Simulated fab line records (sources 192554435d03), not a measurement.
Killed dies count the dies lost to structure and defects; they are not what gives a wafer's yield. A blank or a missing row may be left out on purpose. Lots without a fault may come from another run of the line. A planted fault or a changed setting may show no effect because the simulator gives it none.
Comparing a struck lot with a sound one	flow n5_finfet	40 steps out of a route of 1938
Sound: wafers L432.2, L432.3, L432.5. Wafers struck: L443.1, L443.2, L443.6. The cause comes at the end.
Per side, at each step with rows, come the tool, then ch with its chambers, and then its first start. Under that, the readings that differ: sound wafers	struck wafers	difference of the means	sigmas: that difference in standard deviations of wafers without a fault.
alike: words and numbers the same on both sides, and readings whose means are apart by under 2 such deviations; not compared: readings that were withheld, readings missing a value for some wafer, numbers with overlapping values and no deviation given by the record, and bounds like >300 which may hide the same value.
A row with sigmas, a row that says differs or no value, or rows on one side alone: a step with any of these is where the two part. Numbers that don't overlap but have no deviation are shown without sigmas and don't part them. Lack of a reading on every wafer of one side parts them only where that side has two or more wafers.

first, 11 steps without rows for these wafers: N5_HKMG_FIN_STRIP_60 (strips in N2/H2, time 360 s); N5_HKMG_FIN_WET_ETCH_77 (etches La2O3 in dHCl, stops on HfO2, target depth 2 nm); N5_HKMG_FIN_WET_ETCH_78 (etches Al2O3 in dNH4OH, stops on La2O3, target depth 4.5 nm, rinse time 30 s); N5_HKMG_FIN_ALD_79 (deposits TiN, target thk 1.5 nm, pulse time 1 s, purge time 3 s); N5_HKMG_FIN_CVD_62 (deposits a-Si from Si2H6, target thk 3 nm, time 20.8 s); N5_HKMG_FIN_RTA_80 (time 2 s); N5_HKMG_FIN_PRECLEAN_64 (cleans in dHF, time 30 s); N5_HKMG_FIN_WET_ETCH_65 (etches a-Si in TMAH, stops on TiN, time 49 s, target depth 3 nm); N5_HKMG_FIN_WET_ETCH_81 (etches TiN in SC1, stops on HfO2, time 57 s, target depth 6 nm); N5_HKMG_FIN_WET_ETCH_82 (etches La2O3 in dHCl, stops on HfO2, target depth 2 nm, rinse time 30 s); N5_HKMG_FIN_ALD_36 (deposits TiN, target thk 1 nm, pulse time 1 s, purge time 3 s).
N5_HKMG_FIN_PWFM_ALD_03: deposits TiN, target thk 2 nm, pulse time 1 s, purge time 3 s.
  sound on ald_metal-01 ch 0,2, day 4 01:47; struck on ald_metal-04 ch 0,1,2, day 7 00:59
  no value came back on the struck wafers for ald_cycles, chamber_pressure_Torr (Torr), heater_power_w (W), precursor_pulse_height_rel; on the sound wafers ald_cycles reads 91 91 91
then, 26 steps without rows for these wafers: N5_HKMG_FIN_COAT_29 (time 60 s, resist thk 300 nm); N5_HKMG_FIN_COAT_30 (time 60 s, resist thk 35 nm); N5_HKMG_FIN_COAT_06 (resist thk 90 nm); N5_HKMG_FIN_EBR_08; N5_HKMG_FIN_SOFTBAKE_07 (time 60 s); N5_HKMG_FIN_EXPOSE_09 (exposes mask NWFM); N5_HKMG_FIN_PEB_10 (peb time 60 s); N5_HKMG_FIN_DEVELOP_11 (develop time 30 s); N5_HKMG_FIN_DESCUM_17 (chemistry O2, time 7.9 s); N5_HKMG_FIN_ETCH_31 (etches SiARC in CF4, target depth 45.5 nm, time 75.8 s); N5_HKMG_FIN_ETCH_32 (etches SOC in N2/H2, target depth 240 nm, time 300 s); N5_HKMG_FIN_STRIP_33 (strips in N2/H2); N5_HKMG_FIN_STRIP_34 (strips in CF4); N5_HKMG_FIN_ETCH_35 (etches SOC in N2/H2, target depth 215.8 nm, time 243.4 s); N5_HKMG_FIN_STRIP_92 (strips SOC in N2/H2, time 20 s); N5_HKMG_FIN_WET_ETCH_18 (etches TiN in SC1, time 55 s, target depth 5.2 nm, rinse time 30 s); N5_HKMG_FIN_STRIP_19 (strips in N2/H2, time 360 s); N5_HKMG_FIN_ALD_91 (deposits TiN, target thk 1 nm, pulse time 1 s, purge time 3 s); N5_HKMG_FIN_COAT_85 (time 60 s, resist thk 300 nm); N5_HKMG_FIN_ETCH_86 (etches SOC in N2/H2, stops on TiN, target depth 393.2 nm); N5_HKMG_FIN_STRIP_89 (strips SOC in N2/H2, time 20 s); N5_HKMG_FIN_WET_ETCH_87 (etches TiN in SC1, time 154.2 s, target depth 4.7 nm, rinse time 30 s); N5_HKMG_FIN_STRIP_88 (strips in N2/H2, time 360 s); N5_HKMG_FIN_NWFM_ALD_20 (deposits TiAlC, target thk 2 nm, pulse time 3 s, purge time 2 s); N5_HKMG_FIN_ALD_71 (deposits TiN, target thk 1 nm, pulse time 1 s, purge time 3 s); N5_HKMG_FIN_COAT_66 (time 60 s, resist thk 300 nm).
-- a jump in the record: the struck wafers' starts before and after are 4 days apart (it breaks off in module HKMG_FIN and resumes in module BEOL_M4, where the first step shown is number 1111 of the route) --
N5_BEOL_M4_RC_MEAS_101:
  sound on prober-02 ch 0, day 7 22:53; struck on prober-01 ch 0, day 11 02:31
reading	sound	struck	difference	sigmas
IOFF_P (nA/um)	0.21 0.24 0.18	0.00 0.00 0.00	-0.21	-6
IOFF_P_85C (nA/um)	3.6 4.1 3.2	0.1 0.1 0.2	-3.5	-6
IOFF_P_LIN (nA/um)	0.097 0.106 0.088	0.002 0.002 0.002	-0.095	-7
IOFF_P_LONG (nA/um)	0.0001 0.000101 0.000101	5e-05 4.9e-05 4.9e-05	-5e-05	-7
ION_P (uA/um)	467 469 457	304 294 305	-163	-20
VT_N (mV)	243 245 249	254 255 249	+7	+2
VT_P (mV)	-250 -249 -253	-356 -358 -356	-106	-31
VT_P_LONG (mV)	-277.8 -277.8 -277.7	-378.7 -380.3 -379.5	-101.7	-36
VT_P_LVT (mV)	-95 -94 -98	-205 -208 -206	-111	-35
  alike: DIBL_N, DIBL_P, IOFF_N, ION_N, SS_N, SS_P
-- here the record skips 4 days between the struck wafers' starts before and after, leaving off in module BEOL_M4 and picking up in module PASSIVATION (first step shown: number 1936 of the route) --
N5_PASSIVATION_PROBE_49:
  sound: prober-02 at day 12 06:41; struck: prober-02 at day 15 09:34
reading	sound	struck	difference	sigmas
sort_bin_8_speed (%)	0 0 0	93.64 94.07 92.20	+93.30	+99 or more
sort_n_pass	1077 1100 1050	0 0 0	-1076	-63
sort_yield_pct (%)	91.3 93.2 89.0	0 0 0	-91	-61
  alike: defect_limited_yield, killed_at_M0_to_M3, killed_at_M4_up, killed_at_contacts, killed_at_front_end, killed_at_other, killed_dies, killed_open, killed_short, sort_bin_5_function, sort_bin_6_memory

== WHERE THEY PART ==
Last at N5_PASSIVATION_PROBE_49 as far as this record goes, first at N5_HKMG_FIN_PWFM_ALD_03.

WHY: what the simulator had put in
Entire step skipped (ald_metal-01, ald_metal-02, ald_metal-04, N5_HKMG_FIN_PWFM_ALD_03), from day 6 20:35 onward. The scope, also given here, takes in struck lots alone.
